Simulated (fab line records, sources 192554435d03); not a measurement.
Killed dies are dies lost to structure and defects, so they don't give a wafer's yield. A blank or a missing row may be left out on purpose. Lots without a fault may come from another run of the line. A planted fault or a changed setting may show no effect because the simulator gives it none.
fab line records | flow n5_finfet
record lots=23 wafers=69 last_day=19
route steps=1938 shown BEOL_M8@1378 BEOL_M9@1424
lots that met no fault: from a run of the same line without faults
start_h: hours from the record's first day to the start of the lot's first wafer shown | wait_h: hours since the lot's step before | " the same as in the row above | L1.1+2: a row that stands for several wafers | - no value, or no start given | * or withheld: withheld | < > ~ a bound
route shown NAME@n: a module of which the file shows steps, and the number in the route of the first | usual: mean/standard deviation of fault-free wafers | same: alike in all rows | chamber/n: place in a boat | sites: the reading at each site | _std_site: their standard deviation | _edge_site: outer sites' mean less inner sites' | radius_mm: how far each site lies from the wafer's centre | mask NAME#n: copy n | behind: the tool/chamber that last shaped the wafer | hold: why the lot was held/for how many hours/how that ended | device: the transistor (n, p or np) that didn't switch | end of line: the same wafers' tests at the end of the route | a step without rows: its recipe alone | killed: dies lost to structure and defects at the first sort, not the wafer's yield | map: a wafer's dies, x killed, . not, _ none there
set.NAME: the setting as run; set.NAME@STEP: as run at that earlier step | model.NAME: the simulator's own value behind a step, which no gauge read
steps of the route over a sample of lots; a table a step, a row a wafer
services: from which hour (start_h, from the record's first day; less than 0 if before it) a tool's chamber was out of use, for how many hours, and why
## steps
# step N5_BEOL_M8_ETCH_41
# recipe chemistry=CH3F/O2 target=SiCN target_depth_a=319 taper_deg=2 time_s=57.8 ion_energy_ev=120 mask_material=TiN pressure_mtorr=30 source_w=395 bias_w=75 Ar_flow_sccm=150 CH3F_flow_sccm=30 O2_flow_sccm=20
# usual drypump_motor_current_A=5.7/0.45 mfc_ar_sccm=150.0/0.47 oes_product_au=0.80/0.11 rf_vpp_V=297.8/1.6 showerhead_plenum_p_Torr=2.03/0.076 throttle_valve_pct=16.30/0.28
# same time_s=57.8
# columns lot.wafer tool chamber start_h wait_h drypump_motor_current_A mfc_ar_sccm oes_product_au rf_hours_counter_h rf_vpp_V showerhead_plenum_p_Torr throttle_valve_pct
L074.2 rie_diel-04 3 - - 5.7 150.9 0.68 233 298.9 2.06 16.76
L074.5 " 3 " " 5.7 150.4 0.67 - 297.7 2.06 16.77
L074.6 " 2 " " 6.1 150.6 0.72 - 295.0 1.90 16.30
L075.2 rie_diel-05 3 - - 6.1 150.2 0.73 186 296.7 1.99 16.48
L075.4 " 2 " " 5.5 149.7 0.71 - 298.4 2.05 16.20
L075.5 " 0 " " 5.6 150.1 0.68 - 296.9 1.97 16.77
L078.1 rie_diel-04 0 - - 5.6 150.3 0.77 108 296.4 1.93 15.99
L078.2 " 3 " " 5.7 150.2 0.67 236 298.3 2.06 16.76
L078.6 " 1 " " 5.3 149.9 0.69 - 297.9 2.07 16.81
L077.2 rie_diel-05 3 - - 6.1 150.4 0.73 190 297.6 1.99 16.47
L077.3 " 2 " " 5.5 149.6 0.71 225 297.3 2.05 16.20
L077.6 " 3 " " 6.1 150.0 0.73 - 297.4 1.99 16.47
L076.2 rie_diel-02 1 - - 5.8 150.3 0.68 228 298.7 2.05 16.55
L076.4 " 3 " " 4.9 149.3 0.69 243 296.2 1.95 16.38
L076.6 " 3 " " 4.9 150.9 0.69 - 296.9 1.96 16.39
L079.1 rie_diel-02 0 - - 5.8 149.8 0.94 11 299.8 2.14 15.92
L079.4 " 1 " " 5.8 149.9 0.69 229 298.1 2.05 16.56
L079.5 " 0 " " 5.8 149.1 0.94 - 298.2 2.14 15.92
L080.1 rie_diel-05 0 - - 5.6 150.0 0.67 235 296.8 1.97 16.78
L080.3 " 3 " " 6.1 149.5 0.72 194 298.3 1.98 16.49
L080.6 " 0 " " 5.6 150.0 0.67 - 296.9 1.97 16.77
L082.3 rie_diel-05 3 - - 6.1 149.3 0.72 201 297.0 1.98 16.50
L082.5 " 2 " " 5.5 150.8 0.70 - 297.5 2.04 16.22
L082.6 " 1 " " 6.5 150.5 0.95 - 297.9 2.14 16.19
L083.2 rie_diel-05 1 - - 6.5 149.5 0.94 10 300.0 2.14 16.22
L083.3 " 2 " " 5.5 149.3 0.70 238 297.5 2.04 16.22
L083.4 " 3 " " 6.1 150.2 0.71 203 298.4 1.98 16.51
L085.4 rie_diel-02 0 - - 5.8 149.7 0.91 - 300.3 2.13 15.94
L085.5 " 1 " " 5.8 148.9 0.68 - 298.5 2.04 16.55
L085.6 " 2 " " 6.4 150.1 0.79 - 300.0 2.11 16.30
L086.2 rie_diel-05 1 - - 6.5 149.9 0.94 13 299.8 2.14 16.22
L086.5 " 0 " " 5.6 150.1 0.67 - 296.2 1.97 16.78
L086.6 " 1 " " 6.5 150.4 0.95 - 300.8 2.14 16.21
L084.1 rie_diel-05 1 - - 6.5 150.1 0.94 15 298.5 2.14 16.21
L084.4 " 0 " " 5.5 149.6 0.66 - 295.3 1.97 16.79
L084.5 " 3 " " 6.1 149.8 0.71 - 295.2 1.98 16.52
L087.4 rie_diel-02 1 - - 5.8 150.0 0.66 - 299.4 2.04 16.58
L087.5 " 3 " " 4.9 150.0 1.00 - 295.5 1.95 15.89
L087.6 " 2 " " 6.4 149.3 0.79 - 299.1 2.10 16.33
L088.2 rie_diel-04 0 - - 5.6 150.6 0.73 139 294.9 1.92 16.03
L088.3 " 1 " " 5.3 149.8 0.93 4 299.1 2.06 16.43
L088.4 " 3 " " 5.7 149.5 0.92 8 298.4 2.05 16.43
L089.1 rie_diel-05 1 - - 6.5 150.1 0.90 27 299.3 2.13 16.26
L089.5 " 3 " " 6.1 149.4 0.70 - 297.2 1.98 16.54
L089.6 " 1 " " 6.5 149.8 0.90 - 298.5 2.13 16.24
L090.3 rie_diel-02 0 - - 5.8 150.9 0.87 - 299.1 2.13 16.00
L090.4 " 3 " " 4.9 149.8 0.94 - 295.1 1.95 15.92
L090.5 " 3 " " 4.9 150.1 0.94 - 295.0 1.95 15.94
L091.1 rie_diel-02 0 - - 5.8 149.3 0.87 41 298.7 2.13 16.00
L091.2 " 3 " " 4.9 150.2 0.93 18 297.7 1.95 15.92
L091.4 " 0 " " 5.7 149.8 0.87 - 301.5 2.13 15.99
L093.3 rie_diel-02 3 - - 4.9 149.5 0.94 - 296.2 1.95 15.92
L093.4 " 0 " " 5.8 149.4 0.86 - 300.5 2.13 15.97
L093.6 " 0 " " 5.8 149.5 0.86 - 301.3 2.12 15.99
L092.1 rie_diel-02 2 - - 6.4 149.8 0.77 128 298.2 2.10 16.35
L092.3 " 3 " " 4.9 150.7 0.92 27 296.8 1.94 15.95
L092.5 " 0 " " 5.8 149.9 0.85 - 300.0 2.12 16.01
L094.1 rie_diel-04 0 - - 5.6 149.7 0.73 150 294.9 1.91 16.08
L094.2 " 1 " " 5.3 151.1 0.89 15 298.3 2.06 16.47
L094.5 " 0 " " 5.6 150.1 0.72 - 295.3 1.91 16.07
L096.2 rie_diel-02 0 - - 5.8 149.9 0.85 58 299.2 2.12 16.00
L096.3 " 1 " " 5.8 151.0 0.95 5 299.7 2.04 16.08
L096.6 " 1 " " 5.8 150.4 0.95 - 296.7 2.04 16.09
L095.1 rie_diel-04 3 - - 5.7 150.2 0.90 20 298.5 2.05 16.45
L095.4 " 0 " " 5.6 150.0 0.73 - 295.2 1.91 16.07
L095.5 " 3 " " 5.7 149.7 0.90 - 297.9 2.05 16.44
L097.3 rie_diel-04 2 - - 6.1 149.7 0.98 1 300.5 2.14 15.87
L097.4 " 3 " " 5.7 150.1 0.88 22 299.3 2.04 16.45
L097.5 " 2 " " 6.0 149.7 0.98 - 300.0 2.14 15.87
# step N5_BEOL_M8_CMP_52
# recipe stop_on=SiCOH_lowk t_overpolish_s=6.9 down_force_psi=1 platen_rpm=50 clearing_platen_down_force_psi=1.5 clearing_platen_rpm=50 post_cmp_clean=cu_alkaline target_thk_nm=80 clearing_platen_pad_velocity_m_s=0.99484 pad_velocity_m_s=0.99484
# usual barrier_field_endpoint_s=29.2/0.8 motor_current_A=6.0/0.74 overpolish_run_s=6.901/0.0092 pad_life_wafers=863/580 retaining_ring_pressure_frac=1.000/0.0054 slurry_filter_dp_kPa=13.49/0.13 time_to_endpoint_s=62/3.2
# columns lot.wafer tool chamber start_h wait_h barrier_field_endpoint_s motor_current_A overpolish_run_s pad_life_wafers retaining_ring_pressure_frac slurry_filter_dp_kPa time_to_endpoint_s
L074.2 cmp-04 0 239.72 0.3 27.7 5.0 6.900 518 1.000 13.67 59
L074.6 " 2 " " 28.9 5.6 6.899 - 0.999 13.39 60
L074.5 " 3 " " 28.4 6.1 6.901 - 1.002 13.56 59
L075.4 cmp-04 3 239.97 0.1 29.4 6.5 6.902 522 1.001 13.56 58
L075.2 " 1 " " 30.4 6.5 6.919 524 0.993 13.24 65
L075.5 " 0 " " 29.2 5.3 6.907 - 0.997 13.53 56
L077.3 cmp-04 3 252.01 0.2 29.6 6.2 6.904 644 1.005 13.53 61
L077.2 " 0 " " 29.2 4.9 6.915 645 1.007 13.46 61
L077.6 " 1 " " 30.1 6.6 6.893 - 0.995 13.58 64
L078.2 cmp-04 3 252.39 0.3 28.2 6.2 6.897 654 1.001 13.38 57
L078.1 " 2 " " 29.2 5.7 6.895 657 1.004 13.56 62
L078.6 " 0 " " 29.4 5.1 6.912 - 0.997 13.74 57
L076.4 cmp-01 0 260.37 0.2 30.2 6.7 6.885 92 0.998 13.49 66
L076.2 " 1 " " 27.4 4.9 6.892 93 0.996 13.74 58
L076.6 " 2 " " 28.8 4.8 6.914 - 1.010 13.50 59
L079.4 cmp-04 3 262.14 0.1 29.0 6.1 6.919 744 1.015 13.38 56
L079.1 " 2 " " 28.4 6.0 6.910 747 1.001 13.61 61
L079.5 " 0 " " 28.5 5.0 6.894 - 0.991 13.19 58
L080.3 cmp-04 3 264.17 0.2 29.3 6.0 6.886 758 0.991 13.14 66
L080.1 " 0 " " 28.9 5.2 6.888 759 1.008 13.55 67
L080.6 " 2 " " 29.6 5.8 6.900 - 1.008 13.68 67
L082.3 cmp-04 2 281.98 0.3 29.7 5.6 6.902 957 0.997 13.41 64
L082.6 " 3 " " 28.7 6.3 6.894 - 1.006 13.40 60
L082.5 " 0 " " 30.2 5.0 6.918 - 0.991 13.63 63
L083.2 cmp-01 2 288.33 0.2 28.8 5.1 6.912 234 1.004 13.45 63
L083.4 " 3 " " 28.8 6.7 6.897 235 0.996 13.40 63
L083.3 " 0 " " 29.1 6.8 6.904 236 0.995 13.57 67
L085.4 cmp-01 0 290.78 0.2 31.4 7.2 6.900 254 1.002 13.45 73
L085.5 " 2 " " 30.2 5.2 6.898 - 1.009 13.36 64
L085.6 " 3 " " 29.4 6.9 6.912 - 0.999 13.66 67
L086.2 cmp-04 1 300.11 0.5 29.4 6.7 6.904 1101 1.006 13.39 57
L086.5 " 2 " " 30.5 5.6 6.909 - 1.004 13.49 61
L086.6 " 3 " " 28.8 6.1 6.911 - 0.991 13.54 56
L084.1 cmp-01 3 305.83 0.3 29.9 6.6 6.903 348 1.001 13.57 68
L084.4 " 0 " " 31.7 7.0 6.901 349 1.009 13.48 69
L084.5 " 3 " " 31.2 6.8 6.904 - 1.005 13.57 66
L087.4 cmp-04 0 316.98 0.2 28.0 5.2 6.919 1220 1.001 13.12 63
L087.6 " 2 " " 28.6 5.9 6.907 - 0.998 13.52 63
L087.5 " 3 " " 29.3 6.5 6.889 - 1.001 13.44 61
L088.3 cmp-01 1 324.64 0.2 27.0 5.3 6.902 534 0.998 13.50 57
L088.2 " 3 " " 29.0 6.7 6.902 536 0.997 13.41 65
L088.4 " 0 " " 29.1 7.3 6.899 537 1.008 13.67 64
L089.1 cmp-03 3 334.12 0.3 28.6 5.9 6.879 2059 0.995 13.52 63
L089.6 " 2 " " 28.7 6.3 6.898 - 1.007 13.37 63
L089.5 " 3 " " 29.0 5.7 6.894 - 1.004 13.49 64
L090.4 cmp-01 3 340.62 0.2 30.4 7.0 6.897 680 0.992 13.61 66
L090.3 " 0 " " 30.4 7.2 6.897 681 0.997 13.56 67
L090.5 " 2 " " 30.3 5.2 6.903 - 0.999 13.44 63
L091.1 cmp-03 0 341.09 0.3 30.3 6.8 6.905 2088 0.990 13.54 64
L091.2 " 1 " " 29.2 5.7 6.891 2089 0.990 13.53 64
L091.4 " 3 " " 28.9 6.0 6.900 2091 1.006 13.46 65
L093.4 cmp-01 0 341.30 0.2 29.6 6.8 6.913 691 1.001 13.71 65
L093.3 " 1 " " 28.7 5.2 6.893 692 1.003 13.55 59
L093.6 " 3 " " 29.6 6.8 6.901 - 1.002 13.43 63
L092.3 cmp-03 2 355.12 0.2 28.8 6.4 6.897 2142 1.001 13.46 64
L092.1 " 3 " " 29.1 6.1 6.895 2143 1.005 13.53 64
L092.5 " 3 " " 29.1 5.8 6.880 - 0.996 13.61 62
L094.2 cmp-01 2 369.62 0.2 28.7 5.0 6.910 895 0.999 13.37 63
L094.1 " 0 " " 28.6 6.8 6.902 897 0.999 13.50 61
L094.5 " 1 " " 29.1 5.2 6.901 - 0.999 13.59 61
L096.3 cmp-03 3 370.69 0.2 29.1 5.7 6.898 72 0.993 13.47 62
L096.2 " 0 " " 30.1 6.8 6.889 73 1.001 13.51 65
L096.6 " 3 " " 30.2 5.8 6.909 - 0.992 13.34 64
L095.4 cmp-01 3 370.89 0.1 30.4 6.7 6.910 912 1.000 13.54 66
L095.1 " 2 " " 28.5 5.1 6.894 915 1.006 13.66 60
L095.5 " 0 " " 29.5 6.6 6.899 - 0.997 13.56 63
L097.3 cmp-01 1 374.95 0.2 27.5 5.2 6.901 961 1.000 13.19 57
L097.4 " 3 " " 30.3 6.8 6.898 963 1.004 13.54 65
L097.5 " 0 " " 29.4 7.1 6.899 - 1.000 13.64 64
# step N5_BEOL_M9_CD_MEAS_18
# recipe pitch_nm=140 target_cd_nm=70
# usual cd_nm=70.1/0.58
# columns lot.wafer tool chamber start_h wait_h cd_nm
L075.2 cd_sem-03 - 244.02 0.1 70.5
L075.4 " - " " 70.3
L075.5 " - " " 70.5
L074.2 cd_sem-02 - 244.31 0.1 69.6
L074.5 " - " " 70.2
L074.6 " - " " 70.7
L077.2 cd_sem-03 - 254.75 0.1 68.9
L077.3 " - " " 69.2
L077.6 " - " " 68.4
L078.1 cd_sem-02 - 254.99 0.0 71.4
L078.2 " - " " 70.9
L078.6 " - " " 71.2
L076.2 cd_sem-02 - 264.87 0.1 70.5
L076.4 " - " " 70.1
L076.6 " - " " 70.3
L079.1 cd_sem-03 - 265.35 0.0 70.4
L079.4 " - " " 70.4
L079.5 " - " " 70.2
L080.1 cd_sem-02 - 266.85 0.0 69.7
L080.3 " - " " 70.4
L080.6 " - " " 69.9
L082.3 cd_sem-01 - 286.08 0.1 69.1
L082.5 " - " " 70.1
L082.6 " - " " 69.0
L083.2 cd_sem-03 - 293.78 0.1 71.4
L083.3 " - " " 71.5
L083.4 " - " " 70.5
L085.4 cd_sem-03 - 294.31 0.1 69.8
L085.5 " - " " 70.1
L085.6 " - " " 69.9
L086.2 cd_sem-02 - 302.77 0.1 69.1
L086.5 " - " " 70.1
L086.6 " - " " 69.7
L084.1 cd_sem-02 - 308.09 0.0 70.3
L084.4 " - " " 70.4
L084.5 " - " " 69.3
L087.4 cd_sem-01 - 319.07 0.1 70.4
L087.5 " - " " 70.1
L087.6 " - " " 70.3
L088.2 cd_sem-01 - 331.85 0.1 69.9
L088.3 " - " " 70.3
L088.4 " - " " 70.2
L089.1 cd_sem-02 - 336.58 0.0 70.6
L089.5 " - " " 70.0
L089.6 " - " " 70.3
L090.3 cd_sem-01 - 343.57 0.1 70.1
L090.4 " - " " 70.8
L090.5 " - " " 69.3
L091.1 cd_sem-01 - 343.77 0.0 69.9
L091.2 " - " " 68.9
L091.4 " - " " 69.6
L093.3 cd_sem-01 - 344.03 0.1 70.0
L093.4 " - " " 70.3
L093.6 " - " " 69.4
L092.1 cd_sem-02 - 357.88 0.0 70.1
L092.3 " - " " 70.2
L092.5 " - " " 70.0
L094.1 cd_sem-02 - 372.18 0.0 70.5
L094.2 " - " " 70.6
L094.5 " - " " 70.0
L096.2 cd_sem-03 - 375.26 0.1 70.9
L096.3 " - " " 70.3
L096.6 " - " " 70.5
L095.1 cd_sem-02 - 375.34 0.0 68.5
L095.4 " - " " 69.4
L095.5 " - " " 69.1
L097.3 cd_sem-01 - 383.11 0.1 70.6
L097.4 " - " " 70.0
L097.5 " - " " 70.4
# step N5_BEOL_M9_ETCH_76
# recipe chemistry=N2/H2 target=underlayer target_depth_a=65 mask_material=CAR-EUV time_s=5.2 ion_energy_ev=200 pressure_mtorr=30 source_w=840 bias_w=150 n2_flow_sccm=200 h2_flow_sccm=200 ends=cleared
# usual drypump_motor_current_A=5.7/0.54 etch_rf_on_time_s=5.22/0.12 oes_product_au=0.66/0.057 rf_vpp_V=524.0/2.4 showerhead_plenum_p_Torr=2.54/0.078 throttle_valve_pct=17.86/0.24
# columns lot.wafer tool chamber start_h wait_h drypump_motor_current_A etch_rf_on_time_s oes_product_au rf_hours_counter_h rf_vpp_V showerhead_plenum_p_Torr throttle_valve_pct
L074.2 rie_diel-06 2 246.32 0.0 6.0 5.24 0.62 175 524.5 2.64 17.87
L074.5 " 1 " " 5.2 4.98 0.77 - 523.4 2.60 18.03
L074.6 " 0 " " 6.6 5.33 0.75 - 527.8 2.60 17.39
L075.2 rie_diel-01 3 247.02 0.0 6.3 5.18 0.73 61 521.3 2.46 17.40
L075.4 " 1 " " 5.8 5.06 0.62 210 521.6 2.42 18.12
L075.5 " 0 " " 6.1 5.30 0.58 - 525.0 2.53 18.06
L077.2 rie_diel-01 0 255.97 0.0 6.1 5.39 0.58 195 522.0 2.53 18.04
L077.3 " 2 " " 5.9 5.44 0.65 123 527.8 2.65 17.82
L077.6 " 3 " " 6.3 5.30 0.72 - 525.3 2.46 17.41
L078.1 rie_diel-03 3 256.01 0.0 4.7 5.15 0.63 153 522.0 2.44 18.04
L078.2 " 1 " " 5.0 5.09 0.68 119 523.0 2.45 18.12
L078.6 " 2 " " 5.1 5.21 0.66 - 524.3 2.57 17.91
L076.2 rie_diel-06 3 265.33 0.0 6.0 5.38 0.62 172 524.7 2.52 17.72
L076.4 " 2 " " 6.0 5.29 0.62 181 529.0 2.64 17.88
L076.6 " 1 " " 5.2 5.01 0.77 - 525.9 2.59 18.02
L079.1 rie_diel-01 2 265.93 0.0 5.9 5.39 0.64 125 528.1 2.65 17.79
L079.4 " 0 " " 6.0 5.37 0.58 198 522.6 2.53 18.06
L079.5 " 3 " " 6.2 5.21 0.70 - 522.5 2.46 17.41
L080.1 rie_diel-01 0 269.77 0.0 6.1 5.29 0.59 199 523.6 2.53 18.08
L080.3 " 3 " " 6.3 5.18 0.72 66 522.3 2.46 17.41
L080.6 " 2 " " 5.9 5.31 0.64 - 528.0 2.65 17.81
L082.3 rie_diel-06 3 288.16 0.0 6.0 5.32 0.63 178 523.6 2.52 17.76
L082.5 " 0 " " 6.6 5.23 0.73 - 525.1 2.59 17.40
L082.6 " 1 " " 5.2 5.00 0.75 - 525.3 2.59 18.04
L083.2 rie_diel-03 0 296.09 0.0 5.5 5.23 0.73 44 526.5 2.60 17.77
L083.3 " 2 " " 5.1 5.17 0.66 118 525.3 2.57 17.94
L083.4 " 3 " " 4.7 5.03 0.65 160 520.1 2.43 18.06
L085.4 rie_diel-06 1 296.15 0.0 5.2 4.97 0.76 48 523.7 2.59 18.07
L085.5 " 2 " " 6.0 5.34 0.60 - 525.5 2.63 17.89
L085.6 " 3 " " 6.0 5.33 0.63 - 523.3 2.52 17.73
L086.2 rie_diel-03 2 303.86 0.0 5.1 5.14 0.66 120 524.7 2.57 17.90
L086.5 " 0 " " 5.5 5.28 0.74 - 524.7 2.60 17.77
L086.6 " 3 " " 4.7 5.13 0.64 - 520.9 2.43 18.07
L084.1 rie_diel-03 2 309.62 0.0 5.1 5.12 0.65 122 522.6 2.57 17.92
L084.4 " 0 " " 5.5 5.30 0.72 47 526.9 2.60 17.80
L084.5 " 1 " " 5.0 5.14 0.67 - 520.8 2.45 18.15
L087.4 rie_diel-03 0 320.36 0.0 5.5 5.31 0.72 51 524.7 2.59 17.76
L087.5 " 3 " " 4.7 5.19 0.63 - 521.2 2.43 18.09
L087.6 " 0 " " 5.4 5.23 0.73 - 523.6 2.60 17.79
L088.2 rie_diel-01 0 334.48 0.0 6.1 5.33 0.58 221 523.6 2.52 18.13
L088.3 " 2 " " 5.9 5.29 0.63 148 526.8 2.64 17.86
L088.4 " 1 " " 5.8 5.08 0.59 238 522.0 2.41 18.13
L089.1 rie_diel-06 1 339.20 0.0 5.2 4.98 0.74 62 523.7 2.58 18.08
L089.5 " 1 " " 5.2 5.04 0.72 - 525.3 2.58 18.06
L089.6 " 2 " " 6.0 5.38 0.60 - 526.3 2.63 17.92
L090.3 rie_diel-06 2 344.12 0.0 6.0 5.38 0.60 206 525.6 2.63 17.92
L090.4 " 0 " " 6.6 5.27 0.71 83 522.5 2.59 17.45
L090.5 " 1 " " 5.2 4.99 0.72 - 524.6 2.58 18.08
L093.3 rie_diel-01 3 344.90 0.0 6.2 5.14 0.69 92 521.7 2.45 17.48
L093.4 " 2 " " 5.8 5.36 0.63 151 527.3 2.64 17.86
L093.6 " 3 " " 6.2 5.15 0.70 - 523.7 2.45 17.47
L091.1 rie_diel-03 3 345.02 0.0 4.7 5.18 0.63 171 521.0 2.43 18.06
L091.2 " 0 " " 5.5 5.32 0.71 56 523.8 2.59 17.77
L091.4 " 2 " " 5.1 5.20 0.66 130 523.8 2.56 17.95
L092.1 rie_diel-06 0 359.45 0.0 6.6 5.26 0.70 86 523.1 2.58 17.45
L092.3 " 3 " " 5.9 5.41 0.61 199 521.8 2.51 17.77
L092.5 " 3 " " 5.9 5.43 0.62 - 524.0 2.51 17.79
L094.1 rie_diel-01 3 373.53 0.0 6.2 5.21 0.67 101 521.8 2.44 17.48
L094.2 " 0 " " 6.1 5.31 0.57 231 525.8 2.51 18.12
L094.5 " 2 " " 5.9 5.32 0.62 - 526.2 2.64 17.87
L096.2 rie_diel-03 3 381.50 0.0 4.7 5.19 0.63 181 521.9 2.43 18.10
L096.3 " 0 " " 5.5 5.26 0.72 65 523.3 2.59 17.80
L096.6 " 1 " " 5.0 5.09 0.66 - 520.3 2.44 18.17
L095.1 rie_diel-01 0 381.54 0.0 6.1 5.39 0.57 233 523.3 2.51 18.15
L095.4 " 1 " " 5.8 5.08 0.59 250 519.3 2.41 18.15
L095.5 " 2 " " 5.8 5.38 0.63 - 527.1 2.64 17.85
L097.3 rie_diel-01 2 383.70 0.0 5.9 5.33 0.62 164 527.9 2.64 17.89
L097.4 " 2 " " 5.9 5.28 0.62 - 528.3 2.64 17.89
L097.5 " 0 " " 6.1 5.34 0.56 - 522.3 2.51 18.15
# step N5_BEOL_M9_SPUTTER_48
# recipe material=Cu target_thk_a=120 temp_c=-20 bias_v=60 power_w=26000 chamber_pressure_pa=0.13 time_s=2
# usual bias_v=60.0/0.57 throttle_valve_pct=30.3/0.98
# same time_s=2
# columns lot.wafer tool chamber start_h wait_h bias_v throttle_valve_pct
L074.2 pvd_sputter-02 - 248.44 0.2 60.3 30.4
L074.5 " - " " 59.8 29.9
L074.6 " - " " 59.8 30.2
L075.2 pvd_sputter-03 - 249.27 0.1 60.7 29.6
L075.4 " - " " 61.1 31.5
L075.5 " - " " 60.4 31.2
L077.2 pvd_sputter-03 - 257.74 0.1 60.7 31.6
L077.3 " - " " 60.9 30.0
L077.6 " - " " 59.1 31.2
L078.1 pvd_sputter-01 - 258.10 0.1 60.4 30.4
L078.2 " - " " 59.7 28.0
L078.6 " - " " 60.5 30.1
L076.2 pvd_sputter-02 - 268.84 1.6 60.1 31.7
L076.4 " - " " 59.6 29.6
L076.6 " - " " 59.4 29.6
L079.1 pvd_sputter-01 - 270.52 0.1 60.4 30.1
L079.4 " - " " 59.3 30.1
L079.5 " - " " 60.2 30.6
L080.1 pvd_sputter-03 - 271.37 0.1 59.4 29.9
L080.3 " - " " 59.0 31.3
L080.6 " - " " 59.8 31.3
L082.3 pvd_sputter-01 - 293.04 0.2 60.6 27.9
L082.5 " - " " 59.6 30.2
L082.6 " - " " 59.9 28.1
L083.2 pvd_sputter-01 - 299.26 0.2 60.5 28.2
L083.3 " - " " 60.9 30.4
L083.4 " - " " 59.6 30.2
L085.4 pvd_sputter-02 - 299.81 0.1 59.8 29.8
L085.5 " - " " 60.2 31.7
L085.6 " - " " 60.4 29.6
L086.2 pvd_sputter-02 - 305.82 0.1 60.6 29.9
L086.5 " - " " 59.2 30.1
L086.6 " - " " 60.2 29.8
L084.1 pvd_sputter-02 - 312.42 0.3 60.1 29.7
L084.4 " - " " 60.7 29.9
L084.5 " - " " 59.4 29.8
L087.4 pvd_sputter-03 - 322.21 0.0 59.6 30.1
L087.5 " - " " 59.6 31.8
L087.6 " - " " 60.3 30.1
L088.2 pvd_sputter-01 - 336.25 0.1 60.2 28.4
L088.3 " - " " 60.7 30.0
L088.4 " - " " 59.0 30.6
L089.1 pvd_sputter-03 - 340.78 0.1 59.8 30.2
L089.5 " - " " 59.9 29.8
L089.6 " - " " 60.0 31.9
L090.3 pvd_sputter-03 - 345.78 0.1 61.0 31.3
L090.4 " - " " 59.6 31.8
L090.5 " - " " 60.8 31.8
L093.3 pvd_sputter-02 - 346.47 0.1 59.2 31.8
L093.4 " - " " 60.2 29.5
L093.6 " - " " 59.3 31.5
L091.1 pvd_sputter-02 - 346.87 0.1 59.5 30.0
L091.2 " - " " 59.9 31.6
L091.4 " - " " 60.2 29.5
L092.1 pvd_sputter-02 - 361.18 0.2 60.1 32.1
L092.3 " - " " 60.6 30.3
L092.5 " - " " 59.0 29.7
L094.1 pvd_sputter-01 - 376.43 1.3 59.8 30.5
L094.2 " - " " 60.2 30.2
L094.5 " - " " 60.1 30.1
L096.2 pvd_sputter-01 - 383.15 0.1 60.6 28.4
L096.3 " - " " 60.0 30.2
L096.6 " - " " 59.9 30.3
L095.1 pvd_sputter-03 - 383.24 0.2 59.6 31.5
L095.4 " - " " 61.4 31.7
L095.5 " - " " 60.3 30.5
L097.3 pvd_sputter-02 - 385.71 0.1 60.2 31.7
L097.4 " - " " 59.0 29.4
L097.5 " - " " 58.4 29.6
# step N5_BEOL_M9_RS_MEAS_57
# recipe thk_meas_gauge=four-point-probe reads=Cu_of_BEOL_M9_ECD_50+Co_of_BEOL_M9_CVD_78+TaN_of_BEOL_M9_ALD_74
# usual M9_RS=0.152/0.0035
# columns lot.wafer tool chamber start_h wait_h M9_RS[ohm/sq]
L074.2 film_metro-01 - 249.95 0.1 0.155
L074.5 " - " " 0.150
L074.6 " - " " 0.154
L075.2 film_metro-02 - 251.17 0.1 0.150
L075.4 " - " " 0.150
L075.5 " - " " 0.153
L077.2 film_metro-02 - 258.70 0.1 0.156
L077.3 " - " " 0.157
L077.6 " - " " 0.152
L078.1 film_metro-01 - 259.09 0.1 0.149
L078.2 " - " " 0.147
L078.6 " - " " 0.150
L076.2 film_metro-02 - 270.11 0.1 0.159
L076.4 " - " " 0.155
L076.6 " - " " 0.146
L079.1 film_metro-02 - 271.52 0.1 0.154
L079.4 " - " " 0.155
L079.5 " - " " 0.152
L080.1 film_metro-01 - 272.33 0.1 0.153
L080.3 " - " " 0.150
L080.6 " - " " 0.155
L082.3 film_metro-01 - 294.27 0.1 0.157
L082.5 " - " " 0.154
L082.6 " - " " 0.148
L083.2 film_metro-02 - 302.92 0.1 0.155
L083.3 " - " " 0.151
L083.4 " - " " 0.153
L085.4 film_metro-01 - 303.71 0.0 0.147
L085.5 " - " " 0.155
L085.6 " - " " 0.157
L086.2 film_metro-01 - 309.39 0.1 0.150
L086.5 " - " " 0.152
L086.6 " - " " 0.151
L084.1 film_metro-02 - 315.30 0.1 0.146
L084.4 " - " " 0.149
L084.5 " - " " 0.144
L087.4 film_metro-02 - 323.17 0.0 0.151
L087.5 " - " " 0.154
L087.6 " - " " 0.153
L088.2 film_metro-01 - 337.44 0.1 0.155
L088.3 " - " " 0.156
L088.4 " - " " 0.152
L089.1 film_metro-01 - 341.80 0.1 0.148
L089.5 " - " " 0.146
L089.6 " - " " 0.155
L090.3 film_metro-01 - 346.74 0.1 0.153
L090.4 " - " " 0.153
L090.5 " - " " 0.144
L093.3 film_metro-02 - 347.43 0.1 0.149
L093.4 " - " " 0.156
L093.6 " - " " 0.148
L091.1 film_metro-02 - 347.83 0.1 0.149
L091.2 " - " " 0.151
L091.4 " - " " 0.149
L092.1 film_metro-01 - 362.34 0.1 0.149
L092.3 " - " " 0.160
L092.5 " - " " 0.158
L094.1 film_metro-01 - 377.44 0.1 0.152
L094.2 " - " " 0.153
L094.5 " - " " 0.154
L096.2 film_metro-01 - 384.98 0.1 0.152
L096.3 " - " " 0.153
L096.6 " - " " 0.146
L095.1 film_metro-01 - 385.60 0.1 0.156
L095.4 " - " " 0.152
L095.5 " - " " 0.154
L097.3 film_metro-01 - 387.26 0.1 0.154
L097.4 " - " " 0.154
L097.5 " - " " 0.157
## services
# columns tool chamber start_h hours kind
rie_diel-06 2 224.10 3.8 repair
rie_diel-02 1 236.01 1.8 repair
cmp-01 - 239.06 4.0 pm
cmp-01 - 248.53 5.0 repair
rie_diel-03 2 257.70 2.6 repair
cmp-01 - 263.05 14.3 pm
rie_diel-02 - 268.92 2.8 pm
pvd_sputter-01 - 272.01 0.5 repair
rie_diel-03 - 281.46 14.6 pm
rie_diel-05 2 293.30 10.5 repair
cmp-04 - 296.05 0.3 repair
rie_diel-05 - 300.33 0.8 repair
cmp-01 - 300.84 1.5 repair
rie_diel-02 0 304.01 13.7 repair
cmp-04 - 315.94 0.9 repair
cmp-04 - 322.00 0.2 repair
rie_diel-02 2 329.23 17.8 repair
rie_diel-05 - 333.67 14.6 pm
rie_diel-03 0 348.81 7.2 repair
rie_diel-05 0 359.71 4.8 repair
cmp-04 - 373.59 2.6 repair
pvd_sputter-02 - 375.57 6.0 repair
rie_diel-02 1 377.18 19.5 repair
pvd_sputter-03 - 378.12 2.5 repair
## key
fault none
